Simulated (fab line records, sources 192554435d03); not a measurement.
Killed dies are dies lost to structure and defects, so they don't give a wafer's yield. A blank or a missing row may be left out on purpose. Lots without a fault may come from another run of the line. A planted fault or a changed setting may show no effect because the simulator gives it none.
fab line records | flow n5_finfet
record lots=5 wafers=15 last_day=18
route steps=1938 shown BEOL_M11@1560
lots that met no fault: from a run of the same line without faults
start_h: hours from the record's first day to the start of the lot's first wafer shown | wait_h: hours since the lot's step before | " the same as in the row above | L1.1+2: a row that stands for several wafers | - no value, or no start given | * or withheld: withheld | < > ~ a bound
route shown NAME@n: a module of which the file shows steps, and the number in the route of the first | usual: mean/standard deviation of fault-free wafers | same: alike in all rows | chamber/n: place in a boat | sites: the reading at each site | _std_site: their standard deviation | _edge_site: outer sites' mean less inner sites' | radius_mm: how far each site lies from the wafer's centre | mask NAME#n: copy n | behind: the tool/chamber that last shaped the wafer | hold: why the lot was held/for how many hours/how that ended | device: the transistor (n, p or np) that didn't switch | end of line: the same wafers' tests at the end of the route | a step without rows: its recipe alone | killed: dies lost to structure and defects at the first sort, not the wafer's yield | map: a wafer's dies, x killed, . not, _ none there
set.NAME: the setting as run; set.NAME@STEP: as run at that earlier step | model.NAME: the simulator's own value behind a step, which no gauge read
lots at some steps of the route; a table a step, a row a wafer
services: from which hour (start_h, from the record's first day; less than 0 if before it) a tool's chamber was out of use, for how many hours, and why
## steps
# step N5_BEOL_M11_COAT_63
# recipe resist=SOC temp_c=250 time_s=60 spin_rpm=1500 resist_thk_nm=100
# usual heater_power_total_W=500.5/1.8
# columns lot.wafer tool chamber start_h wait_h heater_power_total_W
L080.1 litho_track-05 0 266.75 2.2 499.5
L080.5 " 0 " " 501.0
L080.6 " 0 " " 498.2
L086.1 litho_track-04 0 311.92 0.2 502.8
L086.2 " 0 " " 500.0
L086.6 " 0 " " 503.3
L087.1 litho_track-05 0 319.74 0.0 500.6
L087.2 " 0 " " 501.9
L087.6 " 0 " " 499.7
L094.1 litho_track-03 0 348.70 0.8 497.6
L094.5 " 0 " " 499.1
L094.6 " 0 " " 499.0
L096.2 litho_track-03 0 378.63 2.5 501.6
L096.4 " 0 " " 500.4
L096.6 " 0 " " 502.6
# step N5_BEOL_M11_COAT_64
# recipe resist=SiARC temp_c=220 time_s=60 spin_rpm=1500 resist_thk_nm=30
# usual heater_power_total_W=427.4/2.1
# columns lot.wafer tool chamber start_h wait_h heater_power_total_W
L080.1 litho_track-05 0 - - 424.1
L080.5 " 0 " " 429.6
L080.6 " 0 " " 428.0
L086.1 litho_track-04 0 - - 427.8
L086.2 " 0 " " 429.4
L086.6 " 0 " " 424.6
L087.1 litho_track-05 0 - - 428.7
L087.2 " 0 " " 427.2
L087.6 " 0 " " 426.8
L094.1 litho_track-03 0 - - 429.7
L094.5 " 0 " " 426.8
L094.6 " 0 " " 426.0
L096.2 litho_track-03 0 - - 425.1
L096.4 " 0 " " 429.9
L096.6 " 0 " " 427.1
# step N5_BEOL_M11_COAT_22
# recipe resist=CAR-ArF spin_rpm=1500 resist_thk_nm=90
# columns lot.wafer tool chamber start_h wait_h
L080.1+5+6 litho_track-05 0 - -
L086.1+2+6 litho_track-04 0 - -
L087.1+2+6 litho_track-05 0 - -
L094.1+5+6 litho_track-03 0 - -
L096.2+4+6 litho_track-03 0 - -
# step N5_BEOL_M11_EBR_24
# recipe solvent=PGMEA ebr_width_mm=1.5
# columns lot.wafer tool chamber start_h wait_h
L080.1+5+6 litho_track-05 0 - -
L086.1+2+6 litho_track-04 0 - -
L087.1+2+6 litho_track-05 0 - -
L094.1+5+6 litho_track-03 0 - -
L096.2+4+6 litho_track-03 0 - -
# step N5_BEOL_M11_SOFTBAKE_23
# recipe temp_c=110 time_s=60 resist=CAR-ArF
# usual heater_power_total_W=175.3/1.7
# columns lot.wafer tool chamber start_h wait_h heater_power_total_W
L080.1 litho_track-05 0 - - 174.7
L080.5 " 0 " " 174.6
L080.6 " 0 " " 176.7
L086.1 litho_track-04 0 - - 177.5
L086.2 " 0 " " 173.0
L086.6 " 0 " " 176.7
L087.1 litho_track-05 0 - - 174.6
L087.2 " 0 " " 175.4
L087.6 " 0 " " 175.3
L094.1 litho_track-03 0 - - 173.2
L094.5 " 0 " " 173.7
L094.6 " 0 " " 173.2
L096.2 litho_track-03 0 - - 173.3
L096.4 " 0 " " 175.8
L096.6 " 0 " " 175.6
# step N5_BEOL_M11_EXPOSE_25
# recipe mask_id=V10 na=1.35 source_shape=annular sigma_inner=0.5 sigma_outer=0.8 polarization=unpolarized dose_mj=85.5
# columns lot.wafer tool chamber start_h wait_h mask
L080.1+5+6 arfi_scanner-01 0 266.87 - V10#0
L086.1+2+6 arfi_scanner-01 0 312.16 - V10#0
L087.1+2+6 arfi_scanner-03 0 319.98 - V10#0
L094.1+5+6 arfi_scanner-02 0 348.82 - V10#0
L096.2+4+6 arfi_scanner-02 0 378.88 - V10#0
# step N5_BEOL_M11_PEB_26
# recipe peb_temp_c=withheld peb_time_s=60 resist=CAR-ArF
# columns lot.wafer tool chamber start_h wait_h
L080.1+5+6 litho_track-05 0 266.93 0.1
L086.1+2+6 litho_track-03 0 312.23 0.1
L087.1+2+6 litho_track-05 0 320.05 0.1
L094.1+5+6 litho_track-03 0 348.88 0.1
L096.2+4+6 litho_track-03 0 378.94 0.1
# step N5_BEOL_M11_DEVELOP_27
# recipe develop_time_s=30 developer=TMAH resist=CAR-ArF rinse_liquid=diw dry=air_spin dev_temp_c=23
# columns lot.wafer tool chamber start_h wait_h
L080.1+5+6 litho_track-05 0 - -
L086.1+2+6 litho_track-03 0 - -
L087.1+2+6 litho_track-05 0 - -
L094.1+5+6 litho_track-03 0 - -
L096.2+4+6 litho_track-03 0 - -
# step N5_BEOL_M11_CD_MEAS_28
# recipe target_cd_nm=70 landing_energy_ev=500 detector=se_inlens polarity=opening
# usual cd_nm=70.7/1
# same landing_energy_ev=500
# columns lot.wafer tool chamber start_h wait_h cd_nm
L080.1 cd_sem-01 0 267.00 - 70.5
L080.5 " 0 " " 71.0
L080.6 " 0 " " 72.2
L086.1 cd_sem-01 0 312.30 - 70.5
L086.2 " 0 " " 70.0
L086.6 " 0 " " 68.6
L087.1 cd_sem-01 0 320.12 - 70.5
L087.2 " 0 " " 68.5
L087.6 " 0 " " 70.1
L094.1 cd_sem-02 0 348.95 - 70.7
L094.5 " 0 " " 69.7
L094.6 " 0 " " 71.8
L096.2 cd_sem-01 0 379.01 - 68.8
L096.4 " 0 " " 70.8
L096.6 " 0 " " 68.7
# step N5_BEOL_M11_OVL_MEAS_29
# recipe points_per_wafer=44
# usual V10_OVL=0.4/0.78
# columns lot.wafer tool chamber start_h wait_h V10_OVL[nm]
L080.1 overlay-01 0 267.03 0.0 0.9
L080.5 " 0 " " 0.4
L080.6 " 0 " " 0.4
L086.1 overlay-02 0 312.33 0.0 0.2
L086.2 " 0 " " 0.2
L086.6 " 0 " " 0.3
L087.1 overlay-02 0 320.15 0.0 -0.7
L087.2 " 0 " " 1.7
L087.6 " 0 " " -0.3
L094.1 overlay-02 0 348.98 0.0 -1.2
L094.5 " 0 " " -0.5
L094.6 " 0 " " 0.2
L096.2 overlay-01 0 379.04 0.0 0.2
L096.4 " 0 " " 0.8
L096.6 " 0 " " 0.3
# step N5_BEOL_M11_INSPECT_30
# recipe mode=adi inspect_instrument=brightfield
# usual raw_defect_count=417/110
# columns lot.wafer tool chamber start_h wait_h raw_defect_count
L080.1 defect_inspect-02 - 267.05 0.0 300
L080.5 " - " " 273
L080.6 " - " " 285
L086.1 defect_inspect-02 - 312.36 0.0 312
L086.2 " - " " 360
L086.6 " - " " 317
L087.1 defect_inspect-01 - 320.17 0.0 497
L087.2 " - " " 436
L087.6 " - " " 371
L094.1 defect_inspect-02 - 349.00 0.0 329
L094.5 " - " " 342
L094.6 " - " " 331
L096.2 defect_inspect-02 - 379.06 0.0 480
L096.4 " - " " 533
L096.6 " - " " 514
# step N5_BEOL_M11_DESCUM_33
# recipe chemistry=O2 time_s=7.9 source_power_w=50 bias_power_w=20 pressure_mtorr=20 rf_frequency_hz=2.712e+07 temp_c=40 resist=CAR-ArF o2_flow_sccm=225
# usual drypump_motor_current_A=5.8/0.51 o2_flow_sccm=225.0/0.76 oes_product_au=0.74/0.094 rf_vpp_V=243.3/1.4 showerhead_plenum_p_Torr=2.11/0.077 throttle_valve_pct=20.50/0.19
# columns lot.wafer tool chamber start_h wait_h drypump_motor_current_A o2_flow_sccm oes_product_au rf_hours_counter_h rf_vpp_V showerhead_plenum_p_Torr throttle_valve_pct
L080.1 rie_diel-06 0 267.08 0.0 5.7 224.1 0.69 224 243.8 2.19 20.56
L080.5 " 3 " " 5.2 223.6 0.73 - 242.5 1.99 20.66
L080.6 " 0 " " 5.7 224.9 0.68 - 244.4 2.19 20.58
L086.1 rie_diel-05 3 312.39 0.0 6.1 225.1 0.91 8 242.1 2.06 20.20
L086.2 " 1 " " 5.1 225.1 0.68 223 243.9 2.16 20.63
L086.6 " 2 " " 6.3 225.0 0.69 - 243.1 2.16 20.42
L087.1 rie_diel-06 1 320.20 0.0 5.7 225.7 0.66 246 244.5 2.16 20.39
L087.2 " 3 " " 5.1 225.2 0.70 249 241.6 1.98 20.68
L087.6 " 0 " " 5.7 225.2 0.66 - 244.9 2.18 20.60
L094.1 rie_diel-06 2 349.04 0.0 6.7 224.2 0.73 187 242.0 2.01 20.54
L094.5 " 3 " " 5.2 224.0 0.99 - 245.5 2.25 20.06
L094.6 " 2 " " 6.8 225.1 0.74 - 241.0 2.01 20.53
L096.2 rie_diel-06 1 379.46 0.4 5.7 225.1 0.94 8 246.6 2.16 20.01
L096.4 " 3 " " 5.2 224.6 0.95 14 243.1 2.24 20.05
L096.6 " 1 " " 5.7 225.7 0.94 - 245.2 2.16 20.02
# step N5_BEOL_M11_ETCH_65
# recipe chemistry=CF4 target=SiARC target_depth_a=390 mask_material=CAR-ArF time_s=65 ion_energy_ev=80 pressure_mtorr=40 source_w=545 bias_w=36 Ar_flow_sccm=100 cf4_flow_sccm=100 ends=cleared
# usual drypump_motor_current_A=5.8/0.51 etch_rf_on_time_s=65.5/1.7 oes_product_au=0.63/0.083 rf_vpp_V=184.2/1.3 showerhead_plenum_p_Torr=2.15/0.068 throttle_valve_pct=15.65/0.21
# columns lot.wafer tool chamber start_h wait_h drypump_motor_current_A etch_rf_on_time_s oes_product_au rf_hours_counter_h rf_vpp_V showerhead_plenum_p_Torr throttle_valve_pct
L080.1 rie_diel-06 0 267.12 0.0 5.7 67.1 0.58 224 184.9 2.18 15.50
L080.5 " 3 " " 5.1 65.1 0.61 - 183.5 2.05 15.84
L080.6 " 0 " " 5.7 68.2 0.57 - 185.2 2.18 15.49
L086.1 rie_diel-05 3 312.43 0.0 6.1 62.5 0.82 8 184.3 2.12 15.38
L086.2 " 1 " " 5.1 65.1 0.58 223 183.9 2.21 15.91
L086.6 " 2 " " 6.4 65.1 0.61 - 184.6 2.19 15.53
L087.1 rie_diel-06 1 320.24 0.0 5.7 64.8 0.57 246 185.4 2.21 15.61
L087.2 " 3 " " 5.2 65.3 0.59 249 183.7 2.04 15.87
L087.6 " 0 " " 5.7 67.3 0.57 - 185.2 2.17 15.52
L094.1 rie_diel-06 2 349.07 0.0 6.7 65.7 0.62 187 183.1 2.06 15.78
L094.5 " 3 " " 5.2 63.6 0.83 - 185.6 2.30 15.30
L094.6 " 2 " " 6.7 65.7 0.62 - 181.9 2.06 15.79
L096.2 rie_diel-06 1 379.49 0.0 5.7 63.0 0.80 8 186.0 2.20 15.15
L096.4 " 3 " " 5.2 62.6 0.80 15 185.0 2.29 15.32
L096.6 " 1 " " 5.7 63.6 0.81 - 183.9 2.20 15.13
# step N5_BEOL_M11_ETCH_66
# recipe chemistry=N2/H2 target=SOC target_depth_a=1200 overetch_a=240 mask_material=SiARC temp_c=40 time_s=180 ion_energy_ev=200 pressure_mtorr=30 source_w=840 bias_w=150 n2_flow_sccm=200 h2_flow_sccm=200
# usual drypump_motor_current_A=5.8/0.51 oes_product_au=0.60/0.074 rf_vpp_V=524.1/2.5 showerhead_plenum_p_Torr=2.56/0.095 throttle_valve_pct=17.87/0.26
# columns lot.wafer tool chamber start_h wait_h drypump_motor_current_A oes_product_au rf_hours_counter_h rf_vpp_V showerhead_plenum_p_Torr throttle_valve_pct
L080.1 rie_diel-06 0 267.17 0.0 5.7 0.56 224 525.8 2.62 17.80
L080.5 " 3 " " 5.2 0.58 - 519.8 2.39 17.79
L080.6 " 0 " " 5.7 0.55 - 526.1 2.62 17.81
L086.1 rie_diel-05 3 312.48 0.0 6.1 0.75 8 523.7 2.50 17.68
L086.2 " 1 " " 5.1 0.56 223 525.9 2.64 18.23
L086.6 " 2 " " 6.3 0.57 - 525.7 2.63 17.95
L087.1 rie_diel-06 1 320.29 0.0 5.7 0.54 246 526.2 2.60 17.68
L087.2 " 3 " " 5.2 0.57 249 520.7 2.39 17.81
L087.6 " 0 " " 5.7 0.55 - 525.3 2.61 17.83
L094.1 rie_diel-06 2 349.12 0.0 6.7 0.59 187 519.8 2.43 18.00
L094.5 " 3 " " 5.2 0.78 - 529.4 2.70 17.22
L094.6 " 2 " " 6.7 0.59 - 521.2 2.43 18.00
L096.2 rie_diel-06 1 379.54 0.0 5.7 0.75 8 525.5 2.59 17.23
L096.4 " 3 " " 5.2 0.75 15 527.7 2.70 17.24
L096.6 " 1 " " 5.7 0.75 - 525.1 2.59 17.24
# step N5_BEOL_M11_STRIP_69
# recipe chemistry=N2/H2 temp_c=40 n2_flow_sccm=200 h2_flow_sccm=200 rf_frequency_hz=6e+07
# columns lot.wafer tool chamber start_h wait_h
L080.1+5+6 rie_diel-06 0,3,0 267.28 0.1
L086.1+2+6 rie_diel-05 3,1,2 312.59 0.1
L087.1+2+6 rie_diel-06 1,3,0 320.40 0.1
L094.1+5+6 rie_diel-06 2,3,2 349.24 0.1
L096.2+4+6 rie_diel-06 1,3,1 379.65 0.1
# step N5_BEOL_M11_VIA_ETCH_34
# recipe chemistry=C4F6/O2 target=SiCOH_lowk target_depth_a=1845 mask_material=SOC taper_deg=4 time_s=69.2 ion_energy_ev=250 pressure_mtorr=30 source_w=345 bias_w=185 Ar_flow_sccm=300 C4F6_flow_sccm=10 O2_flow_sccm=10
# usual drypump_motor_current_A=5.8/0.51 oes_product_au=0.74/0.095 rf_vpp_V=672/19 showerhead_plenum_p_Torr=2.86/0.094 throttle_valve_pct=20.93/0.24
# columns lot.wafer tool chamber start_h wait_h drypump_motor_current_A oes_product_au rf_hours_counter_h rf_vpp_V showerhead_plenum_p_Torr throttle_valve_pct
L080.1 rie_diel-06 0 267.29 0.0 5.7 0.67 224 688 2.88 20.59
L080.5 " 3 " " 5.1 0.71 - 660 2.70 21.01
L080.6 " 0 " " 5.7 0.68 - 687 2.89 20.59
L086.1 rie_diel-05 3 312.60 0.0 6.0 0.95 8 682 2.84 20.91
L086.2 " 1 " " 5.1 0.68 223 674 2.95 21.21
L086.6 " 2 " " 6.3 0.70 - 665 2.93 20.88
L087.1 rie_diel-06 1 320.41 0.0 5.7 0.67 246 657 2.95 20.97
L087.2 " 3 " " 5.2 0.70 249 657 2.70 21.05
L087.6 " 0 " " 5.7 0.67 - 686 2.88 20.62
L094.1 rie_diel-06 2 349.25 0.0 6.7 0.74 187 687 2.75 21.12
L094.5 " 3 " " 5.2 0.98 - 671 3.03 20.51
L094.6 " 2 " " 6.7 0.74 - 689 2.75 21.11
L096.2 rie_diel-06 1 379.66 0.0 5.7 0.95 8 657 2.95 20.62
L096.4 " 3 " " 5.2 0.93 15 670 3.03 20.54
L096.6 " 1 " " 5.7 0.95 - 655 2.95 20.62
# step N5_BEOL_M11_STRIP_73
# recipe chemistry=C4F6/O2 resist=SiARC rf_frequency_hz=6e+07
# columns lot.wafer tool chamber start_h wait_h
L080.1+5+6 rie_diel-06 0,3,0 267.35 0.0
L086.1+2+6 rie_diel-05 3,1,2 312.65 0.0
L087.1+2+6 rie_diel-06 1,3,0 320.47 0.0
L094.1+5+6 rie_diel-06 2,3,2 349.30 0.0
L096.2+4+6 rie_diel-06 1,3,1 379.72 0.0
# step N5_BEOL_M11_STRIP_36
# recipe chemistry=N2/H2 power_w=450 temp_c=40 pressure_mtorr=20 rf_frequency_hz=6e+07 overash_fraction=0.3 bias_power_w=7 h2_frac=0.5 n2_flow_sccm=200 h2_flow_sccm=200
# usual drypump_motor_current_A=5.8/0.51 oes_product_au=0.75/0.095 rf_vpp_V=59.4/1.7 showerhead_plenum_p_Torr=2.55/0.095 throttle_valve_pct=23.7/0.36
# columns lot.wafer tool chamber start_h wait_h drypump_motor_current_A oes_product_au rf_hours_counter_h rf_vpp_V showerhead_plenum_p_Torr throttle_valve_pct
L080.1 rie_diel-06 0 267.36 0.0 5.7 0.68 224 58.6 2.61 23.6
L080.5 " 3 " " 5.2 0.72 - 60.2 2.39 23.5
L080.6 " 0 " " 5.7 0.69 - 60.5 2.61 23.7
L086.1 rie_diel-05 3 312.66 0.0 6.1 0.91 8 60.0 2.50 23.6
L086.2 " 1 " " 5.1 0.69 223 59.4 2.64 24.1
L086.6 " 2 " " 6.3 0.70 - 59.6 2.62 23.9
L087.1 rie_diel-06 1 320.48 0.0 5.7 0.67 246 58.2 2.59 23.4
L087.2 " 3 " " 5.1 0.69 249 59.6 2.38 23.5
L087.6 " 0 " " 5.7 0.68 - 58.3 2.61 23.6
L094.1 rie_diel-06 2 349.31 0.0 6.7 0.74 187 58.8 2.42 23.8
L094.5 " 3 " " 5.2 1.01 - 57.2 2.70 22.8
L094.6 " 2 " " 6.7 0.76 - 60.9 2.42 23.8
L096.2 rie_diel-06 1 379.73 0.0 5.7 0.93 8 61.5 2.59 23.0
L096.4 " 3 " " 5.1 0.95 15 60.6 2.69 22.8
L096.6 " 1 " " 5.7 0.93 - 58.8 2.59 23.0
# step N5_BEOL_M11_TRENCH_ETCH_37
# recipe chemistry=C4F6/O2 target_depth_a=1488.3 target=SiCOH_lowk time_s=48 ion_energy_ev=250 pressure_mtorr=30 source_w=345 bias_w=185 Ar_flow_sccm=300 C4F6_flow_sccm=10 O2_flow_sccm=10
# usual drypump_motor_current_A=5.8/0.51 oes_product_au=0.74/0.094 rf_vpp_V=672/19 showerhead_plenum_p_Torr=2.86/0.094 throttle_valve_pct=20.95/0.24
# columns lot.wafer tool chamber start_h wait_h drypump_motor_current_A oes_product_au rf_hours_counter_h rf_vpp_V showerhead_plenum_p_Torr throttle_valve_pct
L080.1 rie_diel-06 0 - - 5.7 0.68 224 687 2.88 20.62
L080.5 " 3 " " 5.2 0.71 - 658 2.70 21.05
L080.6 " 0 " " 5.7 0.67 - 687 2.89 20.62
L086.1 rie_diel-05 3 - - 6.0 0.94 8 685 2.84 20.95
L086.2 " 1 " " 5.1 0.68 223 676 2.95 21.24
L086.6 " 2 " " 6.3 0.70 - 665 2.93 20.88
L087.1 rie_diel-06 1 - - 5.7 0.67 246 657 2.95 21.00
L087.2 " 3 " " 5.1 0.70 249 658 2.70 21.06
L087.6 " 0 " " 5.7 0.68 - 687 2.88 20.64
L094.1 rie_diel-06 2 - - 6.7 0.73 187 688 2.75 21.12
L094.5 " 3 " " 5.2 0.97 - 670 3.03 20.54
L094.6 " 2 " " 6.7 0.73 - 687 2.75 21.14
L096.2 rie_diel-06 1 - - 5.7 0.93 8 656 2.95 20.64
L096.4 " 3 " " 5.2 0.95 15 671 3.03 20.54
L096.6 " 1 " " 5.7 0.94 - 656 2.95 20.64
# step N5_BEOL_M11_ETCH_41
# recipe chemistry=CH3F/O2 target=SiCN target_depth_a=426 taper_deg=2 time_s=86 ion_energy_ev=120 mask_material=TiN pressure_mtorr=30 source_w=395 bias_w=75 Ar_flow_sccm=150 CH3F_flow_sccm=30 O2_flow_sccm=20
# usual drypump_motor_current_A=5.8/0.51 oes_product_au=0.74/0.095 rf_vpp_V=297.4/1.6 showerhead_plenum_p_Torr=2.01/0.069 throttle_valve_pct=16.36/0.21
# columns lot.wafer tool chamber start_h wait_h drypump_motor_current_A oes_product_au rf_hours_counter_h rf_vpp_V showerhead_plenum_p_Torr throttle_valve_pct
L080.1 rie_diel-06 0 - - 5.7 0.67 224 298.1 2.04 16.20
L080.5 " 3 " " 5.2 0.71 - 295.0 1.90 16.48
L080.6 " 0 " " 5.7 0.67 - 296.4 2.04 16.18
L086.1 rie_diel-05 3 - - 6.0 0.95 8 296.9 1.99 16.15
L086.2 " 1 " " 5.1 0.67 223 299.1 2.08 16.63
L086.6 " 2 " " 6.4 0.71 - 298.5 2.06 16.35
L087.1 rie_diel-06 1 - - 5.7 0.67 246 299.8 2.07 16.36
L087.2 " 3 " " 5.2 0.69 249 293.5 1.89 16.51
L087.6 " 0 " " 5.7 0.66 - 298.4 2.03 16.22
L094.1 rie_diel-06 2 - - 6.7 0.74 187 294.7 1.93 16.51
L094.5 " 3 " " 5.2 0.98 - 298.4 2.14 15.92
L094.6 " 2 " " 6.7 0.73 - 296.0 1.92 16.51
L096.2 rie_diel-06 1 - - 5.7 0.93 8 298.5 2.07 15.91
L096.4 " 3 " " 5.1 0.93 15 299.9 2.13 15.96
L096.6 " 1 " " 5.7 0.94 - 298.7 2.07 15.91
# step N5_BEOL_M11_STRIP_77
# recipe chemistry=N2/H2 time_s=10 power_w=450 temp_c=40 pressure_mtorr=20 rf_frequency_hz=6e+07 bias_power_w=7 n2_flow_sccm=200 h2_flow_sccm=200
# usual drypump_motor_current_A=5.8/0.51 oes_product_au=0.74/0.094 rf_vpp_V=59.2/0.88 showerhead_plenum_p_Torr=2.55/0.095 throttle_valve_pct=23.7/0.36
# columns lot.wafer tool chamber start_h wait_h drypump_motor_current_A oes_product_au rf_hours_counter_h rf_vpp_V showerhead_plenum_p_Torr throttle_valve_pct
L080.1 rie_diel-06 0 - - 5.7 0.68 224 60.0 2.61 23.7
L080.5 " 3 " " 5.2 0.72 - 57.1 2.39 23.5
L080.6 " 0 " " 5.7 0.68 - 59.4 2.61 23.7
L086.1 rie_diel-05 3 - - 6.1 0.90 8 58.8 2.50 23.6
L086.2 " 1 " " 5.1 0.68 223 60.4 2.64 24.1
L086.6 " 2 " " 6.4 0.70 - 60.1 2.62 24.0
L087.1 rie_diel-06 1 - - 5.7 0.67 246 60.3 2.59 23.4
L087.2 " 3 " " 5.2 0.71 249 59.1 2.38 23.5
L087.6 " 0 " " 5.7 0.68 - 60.3 2.61 23.7
L094.1 rie_diel-06 2 - - 6.7 0.75 187 59.1 2.42 23.8
L094.5 " 3 " " 5.2 0.99 - 60.4 2.70 22.8
L094.6 " 2 " " 6.7 0.75 - 58.0 2.42 23.8
L096.2 rie_diel-06 1 - - 5.7 0.93 8 57.9 2.59 23.0
L096.4 " 3 " " 5.2 0.94 15 61.1 2.69 22.8
L096.6 " 1 " " 5.7 0.95 - 59.8 2.59 23.0
# step N5_BEOL_M11_OCD_MEAS_38
# usual trench_depth_nm=147.5/2.7
# columns lot.wafer tool chamber start_h wait_h trench_depth_nm
L080.1 ocd-01 - 267.58 - 145.1
L080.5 " - " " 148.4
L080.6 " - " " 144.0
L086.1 ocd-01 - 312.89 - 151.0
L086.2 " - " " 146.5
L086.6 " - " " 145.6
L087.1 ocd-02 - 320.70 - 150.2
L087.2 " - " " 146.3
L087.6 " - " " 146.4
L094.1 ocd-02 - 349.53 - 148.4
L094.5 " - " " 149.9
L094.6 " - " " 146.9
L096.2 ocd-01 - 379.95 - 152.5
L096.4 " - " " 153.5
L096.6 " - " " 152.9
# step N5_BEOL_M11_HM_STRIP_39
# recipe chemistry=peroxide_tin_strip material=TiN target_depth_a=250 temp_c=50 time_s=158
# columns lot.wafer tool chamber start_h wait_h
L080.1+5+6 wet_bench-02 1,5,6 267.61 0.0
L086.1+2+6 wet_bench-03 2,3,6 312.92 0.0
L087.1+2+6 wet_bench-05 6,3,2 320.73 0.0
L094.1+5+6 wet_bench-05 4,6,3 349.56 0.0
L096.2+4+6 wet_bench-03 0,1,2 379.98 0.0
## services
# columns tool chamber start_h hours kind
arfi_scanner-02 - 250.65 1.1 repair
arfi_scanner-03 - 260.03 1.9 repair
arfi_scanner-02 - 266.23 0.8 pm
arfi_scanner-02 - 271.60 4.9 pm
arfi_scanner-03 - 275.89 3.0 repair
arfi_scanner-02 - 278.20 1.7 repair
rie_diel-05 1 282.09 17.6 repair
arfi_scanner-03 - 284.50 3.1 pm
arfi_scanner-03 - 287.62 1.0 pm
arfi_scanner-03 - 294.30 0.8 pm
rie_diel-05 2 299.70 4.2 repair
arfi_scanner-01 - 302.61 0.4 repair
rie_diel-05 - 302.74 1.0 repair
arfi_scanner-01 - 304.64 0.8 pm
arfi_scanner-03 - 306.73 6.6 repair
arfi_scanner-03 - 317.62 1.3 pm
rie_diel-06 1 329.32 4.8 repair
arfi_scanner-02 - 332.00 1.3 pm
arfi_scanner-02 - 341.75 1.0 pm
rie_diel-05 2 346.06 7.8 repair
arfi_scanner-01 - 354.58 0.2 repair
wet_bench-02 - 357.37 2.2 repair
arfi_scanner-01 - 357.52 1.3 pm
arfi_scanner-01 - 364.46 0.8 pm
## key
fault none
